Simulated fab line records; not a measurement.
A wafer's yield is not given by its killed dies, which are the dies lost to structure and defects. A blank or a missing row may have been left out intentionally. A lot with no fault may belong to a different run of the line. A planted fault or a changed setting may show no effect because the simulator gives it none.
Chamber matching | flow n5-finfet | 4 sister chambers for N5_DUMMY_GATE_STRIP_41 on rie-diel-05
The step strips in O2. 8 wafers are shown with their chamber, then 7 later ones without.

WAFERS, EACH WITH ITS CHAMBER
wafer  | chamber | drypump-motor-current-A (A) | throttle-valve-pct (%)
L076.4 | 3       | 5.0                         | 16.31
L079.3 | 2       | 5.7                         | 16.40
L079.5 | 3       | 5.0                         | 16.32
L083.1 | 2       | 5.7                         | 16.41
L083.2 | 1       | 5.8                         | 16.63
L083.5 | 0       | 5.5                         | 16.07
L086.1 | 1       | 5.8                         | 16.65
L086.3 | 0       | 5.6                         | 16.07

WAFERS WHOSE CHAMBER IS MISSING
wafer  | drypump-motor-current-A (A) | throttle-valve-pct (%)
L086.4 | 5.0                         | 16.36
L087.3 | 5.8                         | 16.66
L087.4 | 5.0                         | 16.35
L087.6 | 5.5                         | 16.09
L090.3 | 5.7                         | 16.43
L090.5 | 5.7                         | 16.45
L090.6 | 5.8                         | 16.66

CHAMBER TAKEN BY EACH
wafer  | from the rows above | in truth
L086.4 | 3                   | 3
L087.3 | 1                   | 1
L087.4 | 3                   | 3
L087.6 | 0                   | 0
L090.3 | 2                   | 2
L090.5 | 2                   | 2
L090.6 | 1                   | 1
Placed correctly: 7 of 7. Number that these rows cannot place: 0. 0 placed wrongly.
How it was worked out, from the rows above alone: a wafer's distance from a chamber is the root of the sum, over the readings, of the square of ((its reading less the chamber's mean) divided by the reading's scatter). The wafer belongs to the nearest chamber; if the next one is less than 2 further off, it can't be placed. For every chamber, the mean is computed from those of its wafers that are shown. The scatter is the square root of a quotient: the sum, over the shown wafers, of each reading's squared deviation from its chamber's mean, divided by wafers minus chambers.
